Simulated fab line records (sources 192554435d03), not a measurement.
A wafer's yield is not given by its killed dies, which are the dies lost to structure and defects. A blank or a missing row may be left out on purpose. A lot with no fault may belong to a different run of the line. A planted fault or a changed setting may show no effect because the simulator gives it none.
Problem report in the 8D (eight disciplines) form, filled by code ; flow n5 finfet ; the parts of the form that need people (team, actions taken, sign-off) are left out

## 1. PROBLEM STATEMENT
spin speed rpm at N5_BEOL_M11_COAT_05 reads a mean of 1366.1 rpm on 6 wafers of 2 lots; wafers without a fault read 1500.0 rpm with a standard deviation of 0.92. So: -99 or more standard deviations from the usual mean.
The step: resist thk 90 nm.
Seen first at day 12 14:34 on litho track-03, wafer L317.2. The record has a number at this step for 37 wafers belonging to 13 lots. Rule for "out" (also "out of limits"): further than 4 standard deviations from the usual mean. The other wafers with a number count as sound.

## 2. WHAT IT IS, WHAT IT ISN'T
question;is;is not
which readings at this step;spin speed rpm;chill plate temp C
which lots;L317, L320;L311, L312, L315, L316, L321, L322, L324, L327, L329, L330, L331
which wafers of those lots;all that have a number;-
read on which tools;litho track-03;litho track-02, litho track-04
when;from day 12 14:34;"up to then (11 sound wafers); but 20 sound wafers of L321, L322, L324, L327, L329, L330, L331 came after"

## 3. WHAT RULES OUT EACH SUSPECT
Counting: a tool at a process step up to the reading stays a suspect if it ran every lot that is out and no sound lot after the first of them.
- pvd sputter-03 at N5_BEOL_M10_SPUTTER_48 (material Cu, target thk 12 nm, time 2 s): ruled out as a lasting fault. Following L317 (day 12 11:03), the first lot on it that is out, the sound lots L324 were run on it.
- litho track-03 at N5_BEOL_M11_COAT_05 (resist thk 90 nm): kept. It ran every lot that is out, first L317 (day 12 14:34), and no sound lot after that; its last sound lot up to then is L315 (day 12 09:46). Its own readings are out on those wafers: spin speed rpm.
After counting, what remains is litho track-03 at N5_BEOL_M11_COAT_05.

## 4. THE CAUSE (what the simulator had put in)
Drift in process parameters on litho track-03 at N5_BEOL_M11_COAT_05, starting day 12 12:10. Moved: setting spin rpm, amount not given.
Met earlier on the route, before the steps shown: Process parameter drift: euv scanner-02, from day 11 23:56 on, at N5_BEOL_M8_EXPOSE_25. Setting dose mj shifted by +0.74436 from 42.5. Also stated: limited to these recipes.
The count eliminated every tool but this one.

## 5. SEQUENCE OF EFFECTS, ordered by route
Each row: a reading whose mean over the struck wafers that have a number lies more than 3 standard deviations from the usual. Scope: only readings with a usual standard deviation given in the record; hours: median across lots of the time from each lot's start at the first step in this table that gives one to its start at this step; sigmas: change in usual standard deviations.
hours;step;reading;usual;on struck wafers;change;sigmas
0;N5_BEOL_M11_COAT_05;spin speed rpm;1500.0 rpm;1366.1;-133.9;-99 or more
Its process steps:
- N5_BEOL_M11_COAT_05: resist thk 90 nm.

## 6. HOW IT WOULD HAVE BEEN CAUGHT EARLIER
The fault began at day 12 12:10; the first out-of-limits reading in this record came at day 12 14:34, 2 hours later.
